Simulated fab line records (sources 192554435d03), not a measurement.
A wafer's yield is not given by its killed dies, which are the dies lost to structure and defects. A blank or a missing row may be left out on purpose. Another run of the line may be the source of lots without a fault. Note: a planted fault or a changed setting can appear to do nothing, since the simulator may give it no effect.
Matching of chambers -- flow n5_finfet -- 3 sister chambers for N5_BEOL_M4_ILD_DEP_00 on pecvd-01
The step deposits SiOC from DEMS/O2, target thk 79 nm, time 15.3 s. 18 wafers are shown with their chamber, then 9 later ones without.

## WAFERS WITH THEIR CHAMBER
wafer,chamber,throttle_valve_pct (%),heater_power_w (W),showerhead_plenum_p_Torr (Torr)
L074.2,1,10.6,637,5.701
L074.4,0,12.5,472,5.690
L074.6,2,11.2,477,5.683
L082.4,0,12.6,539,5.676
L082.5,2,11.3,418,5.667
L082.6,1,10.8,598,5.689
L085.2,0,12.6,521,5.691
L085.3,1,10.9,607,5.705
L085.5,2,11.5,416,5.672
L083.4,1,10.7,607,5.698
L083.5,2,11.8,393,5.682
L083.6,0,12.8,540,5.684
L084.3,1,10.9,628,5.682
L084.4,1,10.9,621,5.690
L084.5,0,12.5,507,5.695
L087.1,0,12.7,471,5.693
L087.3,2,11.4,463,5.665
L087.6,1,10.8,590,5.692

SIGNATURES, as means of the wafers listed above
reading,chamber 0,chamber 1,chamber 2,scatter within a chamber
throttle_valve_pct,12.617,10.800,11.440,0.155
heater_power_w,508.33,612.57,433.40,27.6
showerhead_plenum_p_Torr,5.68817,5.69386,5.67380,0.00775
Rule: distance of a wafer from a chamber = root of the sum over the readings of ((wafer's reading minus chamber's mean) / reading's scatter) squared. The wafer belongs to the nearest chamber; if the next one is less than 2 further off, it can't be placed. The scatter: the root of (the sum of the squares of (reading less its chamber's mean) over the shown wafers, divided by (wafers less chambers)).

## WAFERS WITH NO CHAMBER GIVEN
wafer,throttle_valve_pct (%),heater_power_w (W),showerhead_plenum_p_Torr (Torr)
L090.1,11.0,562,5.679
L090.3,12.6,501,5.688
L090.5,11.4,448,5.674
L091.3,12.6,504,5.670
L091.5,11.0,675,5.688
L091.6,11.4,381,5.672
L093.2,11.6,442,5.686
L093.3,12.8,483,5.689
L093.5,11.5,451,5.675

## CHAMBER TAKEN BY EACH
wafer,from the rows above,in truth
L090.1,1,1
L090.3,0,0
L090.5,2,2
L091.3,0,0
L091.5,1,1
L091.6,2,2
L093.2,2,2
L093.3,0,0
L093.5,2,2
Correctly placed: 9 of 9. From these rows, 0 cannot be placed. 0 placed wrongly.
